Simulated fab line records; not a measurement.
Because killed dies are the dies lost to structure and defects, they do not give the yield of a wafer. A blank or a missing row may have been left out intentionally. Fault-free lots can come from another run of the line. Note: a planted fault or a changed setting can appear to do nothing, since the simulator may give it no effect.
Matching of chambers | flow nandHarc | NHARC_P_M0_DEP_32 on pecvd-02 has 3 sister chambers
The step deposits SiCN, target thk 30 nm. 3 wafers are shown with their chamber, then 8 later ones without.

## EACH WAFER AND ITS CHAMBER
wafer  | chamber | heaterPowerW (W)
L083.3 | 1       | 661
L094.3 | 0       | 645
L092.1 | 2       | 611

## WAFERS WHOSE CHAMBER IS MISSING
wafer  | heaterPowerW (W)
L092.2 | 672
L092.4 | 629
L093.3 | 537
L093.5 | 693
L093.6 | 644
L095.1 | 641
L095.2 | 696
L095.5 | 671

## WHICH CHAMBER EACH ONE RAN IN
wafer  | from the rows above          | in truth
L092.2 | can't be placed: 1 or 0 or 2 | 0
L092.4 | can't be placed: 0 or 2 or 1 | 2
L093.3 | can't be placed: 2 or 0 or 1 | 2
L093.5 | can't be placed: 1 or 0 or 2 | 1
L093.6 | can't be placed: 0 or 1 or 2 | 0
L095.1 | can't be placed: 0 or 1 or 2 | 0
L095.2 | can't be placed: 1 or 0 or 2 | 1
L095.5 | can't be placed: 1 or 0 or 2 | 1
Placed correctly: 0 of 8. Cannot be placed on the basis of these rows: 8; the candidates contain the true chamber in 8. 0 placed wrongly.
How it was worked out, from the rows above alone: a wafer's distance from a chamber is the root of the sum, over the readings, of the square of ((its reading less the chamber's mean) divided by the reading's scatter). If the next closest chamber is less than 2 further off than the closest, the wafer can't be placed; otherwise it belongs to the closest. Each chamber's mean is taken over the wafers shown for it. The scatter: root of mean squared gap, hidden wafer to nearest shown wafer, with one shown wafer a chamber.
